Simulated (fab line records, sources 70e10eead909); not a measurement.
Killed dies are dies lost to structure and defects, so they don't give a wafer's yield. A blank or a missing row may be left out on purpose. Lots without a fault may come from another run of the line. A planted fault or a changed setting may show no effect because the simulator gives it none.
fab line records | flow nand_harc
record lots=13 wafers=39 last_day=34
route steps=1302 shown P_START@1 P_ZERO_WELL@26 P_STI@83
lots that met no fault: from a run of the same line without faults
start_h: hours from the record's first day to the start of the lot's first wafer shown | wait_h: hours since the lot's step before | " the same as in the row above | L1.1+2: a row that stands for several wafers | - no value, or no start given | * or withheld: withheld | < > ~ a bound
route shown NAME@n: a module of which the file shows steps, and the number in the route of the first | usual: mean/standard deviation of fault-free wafers | same: alike in all rows | chamber/n: place in a boat | sites: the reading at each site | _std_site: their standard deviation | _edge_site: outer sites' mean less inner sites' | radius_mm: how far each site lies from the wafer's centre | mask NAME#n: copy n | behind: the tool/chamber that last shaped the wafer | hold: why the lot was held/for how many hours/how that ended | device: the transistor (n, p or np) that didn't switch | end of line: the same wafers' tests at the end of the route | a step without rows: its recipe alone | killed: dies lost to structure and defects at the first sort, not the wafer's yield | map: a wafer's dies, x killed, . not, _ none there
set.NAME: the setting as run; set.NAME@STEP: as run at that earlier step | model.NAME: the simulator's own value behind a step, which no gauge read
steps of the route over a sample of lots; a table a step, a row a wafer
services: from which hour (start_h, from the record's first day; less than 0 if before it) a tool's chamber was out of use, for how many hours, and why
## steps
# step NHARC_P_START_INSPECT_01
# usual raw_defect_count=3.3/1.7
# columns lot.wafer tool chamber start_h wait_h raw_defect_count
L734.1 defect_inspect-01 - 20.04 - 3
L734.5 " - " " 3
L734.6 " - " " 1
L735.1 defect_inspect-02 - 30.04 - 2
L735.2 " - " " 2
L735.6 " - " " 3
L736.2 defect_inspect-01 - 40.04 - 2
L736.4 " - " " 4
L736.5 " - " " 3
L738.3 defect_inspect-02 - 60.04 - 0
L738.4 " - " " 2
L738.6 " - " " 3
L739.2 defect_inspect-01 - 70.04 - 3
L739.4 " - " " 4
L739.6 " - " " 3
L740.3 defect_inspect-02 - 80.04 - 2
L740.4 " - " " 3
L740.5 " - " " 3
L742.1 defect_inspect-01 - 100.04 - 6
L742.2 " - " " 5
L742.6 " - " " 2
L743.3 defect_inspect-02 - 110.05 - 5
L743.4 " - " " 2
L743.5 " - " " 3
L745.2 defect_inspect-01 - 130.04 - 6
L745.5 " - " " 4
L745.6 " - " " 0
L754.1 defect_inspect-01 - 220.04 - 4
L754.4 " - " " 3
L754.5 " - " " 3
L755.1 defect_inspect-02 - 230.04 - 4
L755.3 " - " " 1
L755.6 " - " " 6
L756.2 defect_inspect-02 - 240.04 - 4
L756.4 " - " " 1
L756.6 " - " " 3
L757.1 defect_inspect-01 - 250.04 - 4
L757.3 " - " " 2
L757.5 " - " " 1
# step NHARC_P_ZERO_WELL_EXPOSE_21
# recipe na=0.6 target_cd_nm=720 dose_mj=22.31 mask_id=P_NWELL
# columns lot.wafer tool chamber start_h wait_h mask
L734.1+5+6 krf_scanner-04 0 22.42 - P_NWELL#0
L735.1+2+6 krf_scanner-03 0 32.42 - P_NWELL#0
L736.2+4+5 krf_scanner-02 0 42.47 - P_NWELL#0
L738.3+4+6 krf_scanner-03 0 62.31 - P_NWELL#0
L739.2+4+6 krf_scanner-02 0 72.30 - P_NWELL#0
L740.3+4+5 krf_scanner-02 0 82.32 - P_NWELL#0
L742.1+2+6 krf_scanner-04 0 102.44 - P_NWELL#0
L743.3+4+5 krf_scanner-03 0 112.81 - P_NWELL#0
L745.2+5+6 krf_scanner-03 0 132.44 - P_PWELL#0
L754.1+4+5 krf_scanner-03 0 222.54 - P_NWELL#0
L755.1+3+6 krf_scanner-03 0 232.41 - P_NWELL#0
L756.2+4+6 krf_scanner-04 0 242.45 - P_NWELL#0
L757.1+3+5 krf_scanner-03 0 252.46 - P_NWELL#0
# step NHARC_P_ZERO_WELL_CD_MEAS_24
# recipe target_cd_nm=720 landing_energy_ev=500
# usual cd_nm=719.8/2.1
# columns lot.wafer tool chamber start_h wait_h cd_nm
L734.1 cd_sem-02 0 22.58 - 718.0
L734.5 " 0 " " 719.8
L734.6 " 0 " " 718.3
L735.1 cd_sem-03 0 32.57 - 718.8
L735.2 " 0 " " 722.0
L735.6 " 0 " " 723.4
L736.2 cd_sem-03 0 42.62 - 719.8
L736.4 " 0 " " 721.2
L736.5 " 0 " " 720.3
L738.3 cd_sem-02 0 62.46 - 715.5
L738.4 " 0 " " 718.3
L738.6 " 0 " " 718.8
L739.2 cd_sem-01 0 72.46 - 719.9
L739.4 " 0 " " 719.5
L739.6 " 0 " " 718.8
L740.3 cd_sem-01 0 82.48 - 722.3
L740.4 " 0 " " 721.3
L740.5 " 0 " " 719.6
L742.1 cd_sem-03 0 102.60 - 719.0
L742.2 " 0 " " 721.2
L742.6 " 0 " " 718.2
L743.3 cd_sem-01 0 112.96 - 724.9
L743.4 " 0 " " 722.1
L743.5 " 0 " " 723.9
L745.2 cd_sem-01 0 132.59 - -
L745.5 " 0 " " -
L745.6 " 0 " " -
L754.1 cd_sem-03 0 222.70 - 718.8
L754.4 " 0 " " 720.3
L754.5 " 0 " " 722.6
L755.1 cd_sem-01 0 232.56 - 719.8
L755.3 " 0 " " 719.0
L755.6 " 0 " " 718.1
L756.2 cd_sem-03 0 242.61 - 721.8
L756.4 " 0 " " 721.2
L756.6 " 0 " " 720.4
L757.1 cd_sem-03 0 252.61 - 721.2
L757.3 " 0 " " 719.3
L757.5 " 0 " " 721.3
# step NHARC_P_STI_CD_MEAS_09
# recipe target_cd_nm=200 landing_energy_ev=500
# usual cd_nm=200/3.3
# columns lot.wafer tool chamber start_h wait_h cd_nm
L734.1 cd_sem-02 0 46.81 - 200
L734.5 " 0 " " 198
L734.6 " 0 " " 204
L735.1 cd_sem-03 0 55.59 - 195
L735.2 " 0 " " 197
L735.6 " 0 " " 202
L736.2 cd_sem-02 0 65.81 - 203
L736.4 " 0 " " 203
L736.5 " 0 " " 207
L738.3 cd_sem-03 0 85.28 - 199
L738.4 " 0 " " 198
L738.6 " 0 " " 202
L739.2 cd_sem-01 0 95.10 - 206
L739.4 " 0 " " 202
L739.6 " 0 " " 205
L740.3 cd_sem-01 0 104.24 - 201
L740.4 " 0 " " 205
L740.5 " 0 " " 208
L742.1 cd_sem-02 0 122.65 - 198
L742.2 " 0 " " 197
L742.6 " 0 " " 197
L743.3 cd_sem-01 0 135.76 - 196
L743.4 " 0 " " 196
L743.5 " 0 " " 197
L754.1 cd_sem-01 0 245.32 - 199
L754.4 " 0 " " 198
L754.5 " 0 " " 199
L755.1 cd_sem-02 0 253.08 - 205
L755.3 " 0 " " 204
L755.6 " 0 " " 205
L756.2 cd_sem-03 0 263.89 - 200
L756.4 " 0 " " 205
L756.6 " 0 " " 205
L757.1 cd_sem-02 0 273.85 - 201
L757.3 " 0 " " 205
L757.5 " 0 " " 203
# step NHARC_P_STI_OVL_MEAS_10
# usual overlay_x_nm=-1/5.6 overlay_y_nm=1/5
# columns lot.wafer tool chamber start_h wait_h overlay_x_nm overlay_y_nm
L734.1 overlay-01 - 46.89 - -4 -2
L734.5 " - " " -4 -2
L734.6 " - " " -3 -2
L735.1 overlay-01 - 55.68 - -12 -8
L735.2 " - " " -12 -8
L735.6 " - " " -12 -9
L736.2 overlay-01 - 65.89 - -7 -5
L736.4 " - " " -6 -5
L736.5 " - " " -7 -6
L738.3 overlay-01 - 85.37 - -6 0
L738.4 " - " " -6 0
L738.6 " - " " -6 0
L739.2 overlay-01 - 95.18 - -5 1
L739.4 " - " " -5 1
L739.6 " - " " -5 1
L740.3 overlay-01 - 104.33 - 7 2
L740.4 " - " " 7 2
L740.5 " - " " 7 2
L742.1 overlay-01 - 122.74 - 7 -2
L742.2 " - " " 8 -2
L742.6 " - " " 8 -2
L743.3 overlay-01 - 135.84 - -3 1
L743.4 " - " " -3 1
L743.5 " - " " -3 2
L754.1 overlay-02 - 245.41 - -5 6
L754.4 " - " " -4 5
L754.5 " - " " -5 6
L755.1 overlay-01 - 253.17 - 3 -3
L755.3 " - " " 3 -2
L755.6 " - " " 3 -2
L756.2 overlay-01 - 263.97 - -2 8
L756.4 " - " " -2 8
L756.6 " - " " -2 8
L757.1 overlay-01 - 273.94 - 4 -2
L757.3 " - " " 4 -3
L757.5 " - " " 4 -3
## services
# columns tool chamber start_h hours kind
krf_scanner-04 - 8.85 0.7 repair
krf_scanner-04 - 10.00 4.0 pm
krf_scanner-03 0 10.11 - calibration
krf_scanner-04 - 29.05 6.4 repair
krf_scanner-04 - 45.16 1.6 repair
krf_scanner-03 - 52.00 4.0 pm
krf_scanner-04 0 60.18 - calibration
krf_scanner-03 - 66.39 0.4 repair
krf_scanner-03 - 72.23 3.4 repair
krf_scanner-02 - 94.00 4.0 pm
krf_scanner-04 - 106.99 0.5 repair
krf_scanner-04 - 112.03 3.9 repair
krf_scanner-04 - 122.83 1.7 repair
krf_scanner-02 - 135.22 5.5 repair
krf_scanner-02 0 151.48 - calibration
krf_scanner-04 - 182.00 4.0 pm
krf_scanner-03 0 186.85 - calibration
krf_scanner-04 0 221.74 - calibration
krf_scanner-03 - 224.00 4.0 pm
## key
first_sign step=NHARC_P_ZERO_WELL_EXPOSE_21 reading=mask direction=changed
effect step=NHARC_P_ZERO_WELL_CD_MEAS_24 reading=cd_nm direction=missing
met_at NHARC_P_ZERO_WELL_EXPOSE_21
struck_lots L745
later_rows_left_out L745.2,L745.5,L745.6
sort_left_out L745.2,L745.5,L745.6
tester_left_out L745
not_acting_at NHARC_P_START_INSPECT_01,NHARC_P_STI_CD_MEAS_09,NHARC_P_STI_OVL_MEAS_10
onset_between 112.81 132.44
fault kind=wrong_mask tool=any chamber=- onset_h=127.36 steps=NHARC_P_ZERO_WELL_EXPOSE_21 aux_copy=P_PWELL#0 scope=struck_lots_only
# tester_left_out: of these lots the tester's yield and bins aren't shown, on N5 and GAA mostly nor the transistor test; their killed dies are dies lost to structure and defects alone, not to doping, threshold or leakage, so they don't give the yield
# sort_left_out: the simulated sort isn't trusted on such a fault, so these wafers' sort isn't shown, and their yield isn't known
# later_rows_left_out: the simulator's readings of these wafers behind a module that went badly wrong aren't trusted and aren't shown, but for the sort
